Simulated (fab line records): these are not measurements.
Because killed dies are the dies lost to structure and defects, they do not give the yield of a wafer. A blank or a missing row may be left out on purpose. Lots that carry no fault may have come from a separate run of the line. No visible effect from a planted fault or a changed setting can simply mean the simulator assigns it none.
Chamber matching || flow nand_harc || NHARC_A_BLC_STRIP_29 on rie_diel-09 has 4 sister chambers
The step strips in CF4. 20 wafers are shown with their chamber, then 10 later ones without.

## EACH WAFER AND ITS CHAMBER
{"wafer": "L078.2", "chamber": 0, "showerhead_plenum_p_Torr (Torr)": 1.68, "oes_product_au (a.u.)": 1.000, "rf_vpp_V (V)": 59.7}
{"wafer": "L078.5", "chamber": 3, "showerhead_plenum_p_Torr (Torr)": 1.89, "oes_product_au (a.u.)": 0.987, "rf_vpp_V (V)": 59.6}
{"wafer": "L078.6", "chamber": 0, "showerhead_plenum_p_Torr (Torr)": 1.68, "oes_product_au (a.u.)": 0.993, "rf_vpp_V (V)": 59.8}
{"wafer": "L075.3", "chamber": 1, "showerhead_plenum_p_Torr (Torr)": 1.84, "oes_product_au (a.u.)": 0.984, "rf_vpp_V (V)": 60.4}
{"wafer": "L075.5", "chamber": 3, "showerhead_plenum_p_Torr (Torr)": 1.89, "oes_product_au (a.u.)": 0.991, "rf_vpp_V (V)": 59.6}
{"wafer": "L075.6", "chamber": 0, "showerhead_plenum_p_Torr (Torr)": 1.68, "oes_product_au (a.u.)": 1.003, "rf_vpp_V (V)": 57.7}
{"wafer": "L076.1", "chamber": 2, "showerhead_plenum_p_Torr (Torr)": 1.76, "oes_product_au (a.u.)": 0.992, "rf_vpp_V (V)": 60.5}
{"wafer": "L076.4", "chamber": 0, "showerhead_plenum_p_Torr (Torr)": 1.68, "oes_product_au (a.u.)": 0.996, "rf_vpp_V (V)": 58.6}
{"wafer": "L076.6", "chamber": 2, "showerhead_plenum_p_Torr (Torr)": 1.76, "oes_product_au (a.u.)": 0.985, "rf_vpp_V (V)": 58.2}
{"wafer": "L088.4", "chamber": 0, "showerhead_plenum_p_Torr (Torr)": 1.68, "oes_product_au (a.u.)": 1.003, "rf_vpp_V (V)": 59.0}
{"wafer": "L088.5", "chamber": 0, "showerhead_plenum_p_Torr (Torr)": 1.68, "oes_product_au (a.u.)": 1.011, "rf_vpp_V (V)": 59.2}
{"wafer": "L088.6", "chamber": 3, "showerhead_plenum_p_Torr (Torr)": 1.89, "oes_product_au (a.u.)": 1.002, "rf_vpp_V (V)": 60.2}
{"wafer": "L086.1", "chamber": 1, "showerhead_plenum_p_Torr (Torr)": 1.84, "oes_product_au (a.u.)": 0.979, "rf_vpp_V (V)": 60.0}
{"wafer": "L086.2", "chamber": 3, "showerhead_plenum_p_Torr (Torr)": 1.89, "oes_product_au (a.u.)": 0.991, "rf_vpp_V (V)": 60.3}
{"wafer": "L086.3", "chamber": 0, "showerhead_plenum_p_Torr (Torr)": 1.68, "oes_product_au (a.u.)": 0.996, "rf_vpp_V (V)": 59.4}
{"wafer": "L087.4", "chamber": 0, "showerhead_plenum_p_Torr (Torr)": 1.68, "oes_product_au (a.u.)": 1.001, "rf_vpp_V (V)": 60.0}
{"wafer": "L087.5", "chamber": 2, "showerhead_plenum_p_Torr (Torr)": 1.76, "oes_product_au (a.u.)": 0.993, "rf_vpp_V (V)": 60.0}
{"wafer": "L087.6", "chamber": 1, "showerhead_plenum_p_Torr (Torr)": 1.83, "oes_product_au (a.u.)": 0.992, "rf_vpp_V (V)": 59.0}
{"wafer": "L093.1", "chamber": 0, "showerhead_plenum_p_Torr (Torr)": 1.68, "oes_product_au (a.u.)": 1.004, "rf_vpp_V (V)": 59.9}
{"wafer": "L093.2", "chamber": 3, "showerhead_plenum_p_Torr (Torr)": 1.89, "oes_product_au (a.u.)": 1.012, "rf_vpp_V (V)": 60.4}

SIGNATURES (means of the wafers above)
{"reading": "showerhead_plenum_p_Torr", "chamber 0": 1.6800, "chamber 1": 1.8367, "chamber 2": 1.7600, "chamber 3": 1.8900, "scatter within a chamber": 0.00204}
{"reading": "oes_product_au", "chamber 0": 1.00078, "chamber 1": 0.98500, "chamber 2": 0.99000, "chamber 3": 0.99660, "scatter within a chamber": 0.00697}
{"reading": "rf_vpp_V", "chamber 0": 59.256, "chamber 1": 59.800, "chamber 2": 59.567, "chamber 3": 60.020, "scatter within a chamber": 0.749}
Rule: a wafer's distance from a chamber is the root of the sum, over the readings, of the square of ((its reading less the chamber's mean) divided by the reading's scatter). If the next closest chamber is less than 2 further off than the closest, the wafer can't be placed; otherwise it belongs to the closest. The scatter: the root of (the sum of the squares of (reading less its chamber's mean) over the shown wafers, divided by (wafers less chambers)).

## WAFERS WHOSE CHAMBER IS MISSING
{"wafer": "L093.3", "showerhead_plenum_p_Torr (Torr)": 1.83, "oes_product_au (a.u.)": 1.015, "rf_vpp_V (V)": 60.6}
{"wafer": "L095.2", "showerhead_plenum_p_Torr (Torr)": 1.76, "oes_product_au (a.u.)": 0.991, "rf_vpp_V (V)": 58.9}
{"wafer": "L095.4", "showerhead_plenum_p_Torr (Torr)": 1.83, "oes_product_au (a.u.)": 0.995, "rf_vpp_V (V)": 58.1}
{"wafer": "L095.6", "showerhead_plenum_p_Torr (Torr)": 1.83, "oes_product_au (a.u.)": 0.991, "rf_vpp_V (V)": 58.2}
{"wafer": "L089.1", "showerhead_plenum_p_Torr (Torr)": 1.89, "oes_product_au (a.u.)": 0.995, "rf_vpp_V (V)": 59.6}
{"wafer": "L089.3", "showerhead_plenum_p_Torr (Torr)": 1.83, "oes_product_au (a.u.)": 1.006, "rf_vpp_V (V)": 59.7}
{"wafer": "L089.6", "showerhead_plenum_p_Torr (Torr)": 1.68, "oes_product_au (a.u.)": 1.006, "rf_vpp_V (V)": 58.8}
{"wafer": "L094.1", "showerhead_plenum_p_Torr (Torr)": 1.68, "oes_product_au (a.u.)": 1.013, "rf_vpp_V (V)": 59.8}
{"wafer": "L094.4", "showerhead_plenum_p_Torr (Torr)": 1.89, "oes_product_au (a.u.)": 0.998, "rf_vpp_V (V)": 60.0}
{"wafer": "L094.6", "showerhead_plenum_p_Torr (Torr)": 1.89, "oes_product_au (a.u.)": 0.993, "rf_vpp_V (V)": 60.2}

## WHICH CHAMBER EACH ONE RAN IN
{"wafer": "L093.3", "from the rows above": 1, "in truth": 1}
{"wafer": "L095.2", "from the rows above": 2, "in truth": 2}
{"wafer": "L095.4", "from the rows above": 1, "in truth": 1}
{"wafer": "L095.6", "from the rows above": 1, "in truth": 1}
{"wafer": "L089.1", "from the rows above": 3, "in truth": 3}
{"wafer": "L089.3", "from the rows above": 1, "in truth": 1}
{"wafer": "L089.6", "from the rows above": 0, "in truth": 0}
{"wafer": "L094.1", "from the rows above": 0, "in truth": 0}
{"wafer": "L094.4", "from the rows above": 3, "in truth": 3}
{"wafer": "L094.6", "from the rows above": 3, "in truth": 3}
Correctly placed: 10 of 10. From these rows, 0 cannot be placed. Number placed wrongly: 0.
